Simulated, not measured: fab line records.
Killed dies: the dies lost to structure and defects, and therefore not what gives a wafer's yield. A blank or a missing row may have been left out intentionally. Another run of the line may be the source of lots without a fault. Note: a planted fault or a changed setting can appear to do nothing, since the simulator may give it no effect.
fab line records -- flow n5_finfet
[record] lots = 4, wafers = 12, last_day = 15
route steps=1938 shown BEOL_M4@1089 BEOL_M5@1112 PASSIVATION@1936
lots that met no fault: taken from a fault-free run of the same line
start_h: start of the lot's first displayed wafer, in hours after the record's first day -- wait_h: time in hours since the lot's previous step -- " unchanged from the row above -- L1.1+2: a single row standing in for several wafers -- - no value present, or no start provided -- * or withheld: withheld -- < > ~ a bound
route shown NAME@n: NAME is a module with steps in the file, n the number in the route of the first one -- usual: the fault-free wafers' mean and standard deviation -- same: alike in all rows -- chamber/n: place in a boat -- sites: per-site readings -- _std_site: the standard deviation of these -- _edge_site: the outer-site mean with the inner-site mean subtracted -- radius_mm: for every site, how far away it sits from the centre of the wafer -- mask NAME#n: copy n -- behind: tool/chamber where the wafer was last shaped -- hold: the reason the lot was held/the length of the hold in hours/how it ended -- device: the n, p or np transistor that did not switch -- end of line: the tests these same wafers got at the end of their route -- where a step has no rows: the recipe by itself -- killed: at the first sort, the dies lost to defects and structure; wafer yield is something else -- map: the dies of a wafer, with x for killed, . for not killed, _ for no die there
set.NAME: the setting that was run; set.NAME@STEP: the one run at that earlier step -- model.NAME: the simulator's own value behind a step, which no gauge read
lots seen at some steps along the route; tables by step, rows by wafer
services: a tool's chamber out of use, with start hour (start_h, from the record's first day; less than 0 if before it), hours out, and reason
[[steps]]
[step N5_BEOL_M4_ANNEAL_82]
[recipe] temp_c = 400, time_s = 240, ambient = vacuum
[step N5_BEOL_M4_SPUTTER_86]
[recipe] material = Cu, target_thk_a = 45, temp_c = -20, chamber_pressure_pa = 0.07, power_w = withheld, time_s = 8.29
[step N5_BEOL_M4_ANNEAL_87]
[recipe] temp_c = 400, time_s = 240, ambient = vacuum
[step N5_BEOL_M4_SPUTTER_88]
[recipe] material = Cu, target_thk_a = 45, temp_c = -20, chamber_pressure_pa = 0.07, power_w = withheld, time_s = 8.29
[step N5_BEOL_M4_ANNEAL_89]
[recipe] temp_c = 400, time_s = 240, ambient = vacuum
[step N5_BEOL_M4_SPUTTER_90]
[recipe] material = Cu, target_thk_a = 45, temp_c = -20, chamber_pressure_pa = 0.07, power_w = withheld, time_s = 8.29
[step N5_BEOL_M4_ANNEAL_91]
[recipe] temp_c = 400, time_s = 240, ambient = vacuum
[step N5_BEOL_M4_SPUTTER_92]
[recipe] material = Cu, target_thk_a = 45, temp_c = -20, chamber_pressure_pa = 0.07, power_w = withheld, time_s = 8.29
[step N5_BEOL_M4_ANNEAL_93]
[recipe] temp_c = 400, time_s = 240, ambient = vacuum
[step N5_BEOL_M4_SPUTTER_94]
[recipe] material = Cu, target_thk_a = 45, temp_c = -20, chamber_pressure_pa = 0.07, power_w = withheld, time_s = 8.29
[step N5_BEOL_M4_ANNEAL_95]
[recipe] temp_c = 400, time_s = 240, ambient = vacuum
[step N5_BEOL_M4_SPUTTER_96]
[recipe] material = Cu, target_thk_a = 45, temp_c = -20, chamber_pressure_pa = 0.07, power_w = withheld, time_s = 8.29
[step N5_BEOL_M4_ECD_50]
[recipe] material = Cu, target_thk_a = 3000
lot.wafer,tool,chamber,start_h,wait_h
L817.1+3+4,ecd_cu-02,"0,1,0",183.89,0.1
L822.2+3+5,ecd_cu-01,0,219.94,0.1
L828.2+3+4,ecd_cu-02,"1,1,0",240.75,0.1
L827.1+4+5,ecd_cu-02,"0,1,1",248.58,0.1
[step N5_BEOL_M4_ANNEAL_51]
[recipe] temp_c = 225, time_s = 90, ambient = N2
[step N5_BEOL_M4_CMP_52]
[recipe] stop_on = SiOC, t_overpolish_s = 6.8, down_force_psi = 1, platen_rpm = 50, clearing_platen_down_force_psi = 1.5, clearing_platen_rpm = 50, post_cmp_clean = cu_alkaline, target_thk_nm = 40, clearing_platen_pad_velocity_m_s = 0.99484, pad_velocity_m_s = 0.99484
[step N5_BEOL_M4_PRE_CLEAN_60]
[recipe] gas = NH3/H2, time_s = 15, temp_c = *, rf_power_w = 300
[step N5_BEOL_M4_CO_CAP_55]
[recipe] material = Co, target_thk_a = 20, temp_c = 200, precursor = CCTBA/H2, pressure_torr = 30, time_s = 102.1
[step N5_BEOL_M4_PRE_CLEAN_56]
[recipe] gas = NH3, time_s = 15, temp_c = withheld, rf_power_w = 300
[step N5_BEOL_M4_DEP_57]
[recipe] material = SiCN, target_thk_a = 80, temp_c = withheld, precursor = 3MS/NH3, pressure_torr = 3, rf_w = 202, time_s = 14
[step N5_BEOL_M5_ILD_DEP_00]
[recipe] material = SiCOH_lowk, target_thk_a = 1406.4, temp_c = 300, precursor = DEMS/porogen, pressure_torr = 5, rf_w = 500, time_s = 25.9
[step N5_BEOL_M5_CURE_79]
[recipe] temp_c = 385, time_s = 240, ambient = He/Ar, material = SiCOH_lowk
[step N5_BEOL_M5_PECVD_70]
[recipe] material = SiO2, target_thk_a = 160, temp_c = 400, precursor = TEOS/O2, pressure_torr = 5.5, rf_w = 450, teos_flow_sccm = 53.8, gas = O2, flow_sccm = 3000, time_s = 18
[step N5_BEOL_M5_HM_DEP_02]
[recipe] material = TiN, target_thk_a = 200, temp_c = 25, chamber_pressure_pa = 0.49996
[step N5_BEOL_M5_COAT_59]
[recipe] resist = SOC, temp_c = 250, time_s = 60, spin_rpm = 1500, resist_thk_nm = 60
[step N5_BEOL_M5_COAT_60]
[recipe] resist = SiARC, temp_c = 220, time_s = 60, spin_rpm = 1500, resist_thk_nm = 12
[step N5_BEOL_M5_COAT_71]
[recipe] resist = underlayer, temp_c = 205, time_s = 60, spin_rpm = 1500, resist_thk_nm = 5
[step N5_BEOL_M5_COAT_05]
[recipe] resist = CAR-EUV, spin_rpm = 1500, resist_thk_nm = 30
[step N5_BEOL_M5_EBR_07]
[recipe] solvent = PGMEA, ebr_width_mm = 1.5
[step N5_BEOL_M5_SOFTBAKE_06]
[recipe] temp_c = 110, time_s = 60, resist = CAR-EUV
[step N5_BEOL_M5_EXPOSE_08]
[recipe] mask_id = M5, na = 0.33, source_shape = annular, sigma_inner = 0.4, sigma_outer = 0.8, polarization = unpolarized, target_cd_nm = 28, dose_mj = 35.75
[step N5_BEOL_M5_PEB_09]
[recipe] peb_temp_c = 100, peb_time_s = 60, resist = CAR-EUV
[step N5_BEOL_M5_DEVELOP_10]
[recipe] develop_time_s = 30, developer = TMAH, resist = CAR-EUV, rinse_liquid = surfactant_rinse, dry = air_spin, dev_temp_c = 23
[step N5_BEOL_M5_DESCUM_16]
[recipe] chemistry = O2, time_s = 7, source_power_w = 50, bias_power_w = 20, pressure_mtorr = 20, rf_frequency_hz = 2.712e+07, temp_c = 40, resist = CAR-EUV, o2_flow_sccm = 225
[step N5_BEOL_M5_ETCH_72]
[recipe] chemistry = N2/H2, target = underlayer, target_depth_a = 65, mask_material = CAR-EUV, time_s = 5.2, ion_energy_ev = 200, pressure_mtorr = 30, source_w = 840, bias_w = 150, n2_flow_sccm = 200, h2_flow_sccm = 200, ends = cleared
[step N5_PASSIVATION_PROBE_49]
[usual] defect_limited_yield = 90.9/1.6, killed_at_M0_to_M3 = 34/11, killed_at_M4_up = 14/5.7, killed_at_contacts = 13/6.5, killed_at_front_end = 43/11, killed_at_other = 4/3.1, killed_dies = 107/19, killed_on_rim = 14/3.9, killed_open = 71/14, killed_short = 35/7.9, sort_bin_5_function = 5.3/1.1, sort_bin_6_memory = 3.4/0.74, sort_n_pass = 1073/19, sort_yield_pct = 90.9/1.6
[same] gross_dies = 1180, killed_at_back_side = 0, sort_bin_4_leakage[%] = 0, sort_bin_8_speed[%] = 0
lot.wafer,tool,chamber,start_h,wait_h,defect_limited_yield[%],killed_at_M0_to_M3,killed_at_M4_up,killed_at_contacts,killed_at_front_end,killed_at_other,killed_dies,killed_on_rim,killed_open,killed_short,sort_bin_5_function[%],sort_bin_6_memory[%],sort_n_pass,sort_yield_pct[%]
L817.1,prober-02,-,282.31,0.0,89.2,40,16,12,60,0,128,18,83,39,5.8,4.3,1052,89.2
L817.3,prober-02,-,282.41,0.1,90.0,27,18,20,51,2,118,20,81,35,6.0,3.7,1062,90.0
L817.4,prober-02,-,282.46,0.2,89.7,30,18,12,56,5,121,16,78,42,6.4,3.6,1059,89.7
L822.2,prober-01,-,323.70,0.1,90.6,38,25,11,37,0,111,16,67,43,5.8,3.3,1069,90.6
L822.3,prober-01,-,323.75,0.1,88.1,44,23,23,43,7,140,11,86,46,7.1,3.8,1040,88.1
L822.5,prober-01,-,323.85,0.2,89.4,41,10,10,61,3,125,17,75,44,6.2,3.4,1055,89.4
L827.1,prober-01,-,347.63,0.0,58.4,25,426,4,34,2,491,57,44,26,25.5,14.1,689,58.4
L827.4,prober-01,-,347.78,0.2,57.5,9,441,13,38,1,502,74,41,23,26.0,13.6,678,57.5
L827.5,prober-01,-,347.83,0.2,58.1,20,425,8,39,2,494,67,49,32,25.9,13.5,686,58.1
L828.2,prober-02,-,349.97,0.1,57.9,20,414,16,46,1,497,71,67,26,25.9,13.9,683,57.9
L828.3,prober-02,-,350.02,0.1,58.9,32,402,12,36,3,485,69,72,26,24.7,14.0,695,58.9
L828.4,prober-02,-,350.07,0.2,59.2,20,425,7,26,4,482,66,47,20,25.5,12.2,698,59.2
// killed by level:class
L817.1 STI_FIN_REVEAL:geometric_particle:open=21 BEOL_M0_SAQP:geometric_particle:short=12 BEOL_M4:geometric_particle:open=10 FIN_SAQP:geometric_particle:open=9 BEOL_M3:geometric_particle:open=8 MOL_CONTACT_COAG:geometric_particle:open=7 HKMG_FIN:area_etch=6 GATE_CUT:geometric_particle:short=5
L817.3 STI_FIN_REVEAL:geometric_particle:open=19 MOL_CONTACT_COAG:geometric_particle:open=11 BEOL_M2:geometric_particle:open=9 BEOL_M3:geometric_particle:open=8 BEOL_M4:geometric_particle:open=8 FIN_SAQP:geometric_particle:short=7 MOL_CONTACT_COAG:geometric_particle:short=7 FIN_SAQP:geometric_particle:open=5
L817.4 STI_FIN_REVEAL:geometric_particle:open=22 BEOL_M4:geometric_particle:open=10 FIN_SAQP:geometric_particle:open=6 DUMMY_GATE:geometric_particle:open=6 MOL_CONTACT_COAG:geometric_particle:open=6 BEOL_M3:geometric_particle:open=6 BEOL_M3:geometric_particle:short=6 FIN_SAQP:geometric_particle:short=5
L822.2 BEOL_M3:geometric_particle:open=10 BEOL_M4:geometric_particle:short=10 MOL_CONTACT_COAG:geometric_particle:open=9 BEOL_M0_SAQP:geometric_particle:short=9 FIN_SAQP:geometric_particle:short=6 STI_FIN_REVEAL:geometric_particle:open=6 BEOL_M0_SAQP:geometric_particle:open=6 BEOL_M1:geometric_particle:open=5
L822.3 MOL_CONTACT_COAG:geometric_particle:open=20 BEOL_M0_SAQP:geometric_particle:open=11 BEOL_M3:geometric_particle:open=11 BEOL_M4:geometric_particle:open=11 FIN_SAQP:geometric_particle:short=10 BEOL_M2:geometric_particle:open=9 HKMG_FIN:area_etch=8 BEOL_M0_SAQP:geometric_particle:short=5
L822.5 FIN_SAQP:geometric_particle:open=14 BEOL_M3:geometric_particle:open=11 BEOL_M2:geometric_particle:open=11 STI_FIN_REVEAL:geometric_particle:open=10 FIN_SAQP:geometric_particle:short=9 MOL_CONTACT_COAG:geometric_particle:open=7 GATE_CUT:geometric_particle:short=7 BEOL_M1:geometric_particle:open=6
L827.1 BEOL_M4:unspecified=420 STI_FIN_REVEAL:geometric_particle:open=8 DUMMY_GATE:geometric_particle:open=8 BEOL_M0_SAQP:geometric_particle:short=7 BEOL_M0_SAQP:geometric_particle:open=6 FIN_SAQP:geometric_particle:open=4 FIN_SAQP:geometric_particle:short=4 BEOL_M7:geometric_particle:open=4
L827.4 BEOL_M4:unspecified=438 STI_FIN_REVEAL:geometric_particle:open=11 MOL_CONTACT_COAG:geometric_particle:open=11 FIN_SAQP:geometric_particle:short=8 DUMMY_GATE:geometric_particle:open=4 ILD0:geometric_particle:open=3 STI_FIN_REVEAL:geometric_particle:short=2 DUMMY_GATE:geometric_particle:short=2
L827.5 BEOL_M4:unspecified=413 STI_FIN_REVEAL:geometric_particle:open=6 MOL_CONTACT_COAG:geometric_particle:open=6 DUMMY_GATE:geometric_particle:short=5 DUMMY_GATE:geometric_particle:open=5 BEOL_M0:geometric_particle:open=5 FIN_SAQP:geometric_particle:open=4 GATE_CUT:geometric_particle:short=4
L828.2 BEOL_M4:unspecified=404 STI_FIN_REVEAL:geometric_particle:open=17 MOL_CONTACT_COAG:geometric_particle:open=11 BEOL_M3:geometric_particle:open=8 GATE_CUT:geometric_particle:short=7 BEOL_M4:geometric_particle:open=7 FIN_SAQP:geometric_particle:open=5 DUMMY_GATE:geometric_particle:open=5
L828.3 BEOL_M4:unspecified=387 STI_FIN_REVEAL:geometric_particle:open=12 MOL_CONTACT_COAG:geometric_particle:open=12 BEOL_M1:geometric_particle:open=8 BEOL_M0_SAQP:geometric_particle:short=7 FIN_SAQP:geometric_particle:open=6 BEOL_M2:geometric_particle:open=5 BEOL_M4:geometric_particle:open=5
L828.4 BEOL_M4:unspecified=414 FIN_SAQP:geometric_particle:open=7 MOL_CONTACT_COAG:geometric_particle:open=6 DUMMY_GATE:geometric_particle:open=6 BEOL_M2:geometric_particle:open=6 BEOL_M3:geometric_particle:open=4 STI_FIN_REVEAL:geometric_particle:open=3 BEOL_M1:geometric_particle:open=3
// map L827.4 (x killed, . not)
_________________x..........x________________
______________....x.xx.xxx..xx.x_____________
___________....xxxx....x..xx..xxx..__________
__________.x.xx.x....xx.xxxx..xxx.xx_________
________.x...xx......x.xx..xxx.x....x._______
_______xxx...x.xxxx.x.x....x.......xx.x______
______.xxxxx..x..x.....x....xxx.x...xxxx_____
_____...xxx...x.x...xxxxxxx.x...xx.x.xxx.____
____.x.xx.x..xxx....xx.xx....x.x.x...xxx..___
___xxxx...xx.xxx......x.....x..x.xx.x....x.__
___xx..............x..x..xx.x..xxx.xx..xxxx__
__xxxx..xx....x..x..xx.......x....xx..xx...x_
__.......xx.x..x.xx..x.xx.x.x.x.xx...x..xx.._
_.xx......x....xxx.xx.....x.x.x...xxxx...x..x
_xxx....xx.x....x.xxxx..xx.x.....x..xx....x.x
_..xxxxx.....x..xxx..xx.........x......x..x.x
_..x.x.xxx...x....xx...x....x.x.x....xxx.xx..
_x.....x.xx.x...x.xxx.....x.x...xx.x.......xx
_x..x...x..xxx..xx.x.x.x.x.x.xx.x.xx....x.x.x
_..xx.x.x...xxxx..x..x.x.......xx..x...xxxx.x
_x..x.xx.x..x.x...x.....xxxx.xxx..x.x...x.xx.
__x.xxx.x.xx...xx.xx.x..x.x.x....x..x..x..xx_
__xx.xxxxxx..x..xx..x......x.....x..xx.x.xx._
___.x..xx.....xxx.xx....x....xxx.xx..x.x..x__
___..xxx......xxxx..xx...xx..xx.xxxx.x...xx__
____xx.....xx..x..x.x.xxxx..xxx..x....x...___
_____..xx..x..x.x...xx......x.xx....xx..x____
______....xxx...x...x.x.x....xx.....x..x_____
_______.x...xx..x....xx..x.x..xx.xx.xx.______
________xx...x..x..x.xxx.xx.xx...x..x._______
__________x.....xxx.x......x....xxxx_________
___________...xxx.xx.x..x....x.x.xx__________
______________x.x...x.x.xx.x..x._____________
_________________x.xxxx..x..x________________
// map L828.2 (x killed, . not)
_________________xx....xx.xxx________________
______________...x..xxx....xx..x_____________
___________xxxxx.xxx...xx.xx..xxx.x__________
__________.x..xxx......x..x..x....xx_________
________..x..xx.xxx..xxxx....x..xxx..._______
_______x.....x..xxx.....xx....xxx..x..x______
______..x..x.x..x.x....x.x.x..x......x.x_____
_____x.xx..x..x.x..x..x....x.x.x..x.....x____
____..xxx....xx.x.xxx....xx.xx.xx...x.x.xx___
___...x.x.x..x.x...x.xxx.x.....x...........__
___..x..x.xx..xxxxxx.xx.x..xxxxx...x...xx..__
__x..xx......xxx..x.x.x......xx..x.x.x..x.xx_
__..xx..xxx.x....x.xxxx.xxxx.x.x..x.x...xxxx_
_.....xxx.x.x.xx.xx.....xxxx.x..x.xx....xxxxx
_xx.x.....x...xx.x.x.x..x.x.x....x.xxxx.x..xx
_xxxx.xx.x.x..xx.xx..xx....x.xx.xx..xx.x..x..
_...xx..x...xxx........x.x.xx..x..x....x...xx
_xxxxxx.xx.x........x......x......x..x.....x.
_....xxx....x..x......xx....xx.xx....xxx....x
_..x....x.....x..x....x.....x.....x.x...x.x.x
_xx.x...xx......xx.x..x.....xx.x.x..xx..xx.x.
__.....x..x....x.x.x.x.....xxxx...xx.xxxx..._
__xx...xxx.x.xxx..x.x.xx.xx...x...x..xx.xx.x_
___xx.x.x..x...x.x.....xx.x....xx..xx.x....__
___..x..x.xxxxxx..xxx...xx..xx...xxx.xx..x.__
____.xx..x.x......xx.x...xx......xx.x..x.x___
_____x.xxxxxxx...xx..xxx.xxx.x.x.x..xxx.x____
______x......x.....x...x.xx...xx........_____
_______..x.xx..x.x.x....x.xx.xx....xxx.______
________x.x.x.x..xxx.x.x...x...xxx...._______
__________..x..x....x......xx.xxx..._________
___________x.x.xxx.xx....x.....xx..__________
______________xx.xx...x.x.xx.xxx_____________
_________________.......xx.xx________________
[[services]]
tool,chamber,start_h,hours,kind
ecd_cu-02,-,191.17,1.2,repair
[[key]]
[first_sign] step = N5_PASSIVATION_PROBE_49, reading = killed_at_M4_up, direction = up, sigmas = 72, usual = 14, struck = 422
[effect] step = N5_PASSIVATION_PROBE_49, reading = defect_limited_yield, direction = down, sigmas = 21, usual = 90.9, struck = 58.3
[more_kills_born_at] N5_BEOL_M4_ECD_50@ecd_cu-02 = 2476
met_at N5_BEOL_M4_ECD_50
struck_wafers L827.1,L827.4,L827.5,L828.2,L828.3,L828.4
onset_between 183.89 240.75
also_fits time
[fault] kind = chamber_particle_source, tool = ecd_cu-02, chamber = -, onset_h = 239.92, steps = N5_BEOL_M4_ECD_50, rate_per_visit_cm2 = 0.85673, end_h = 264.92
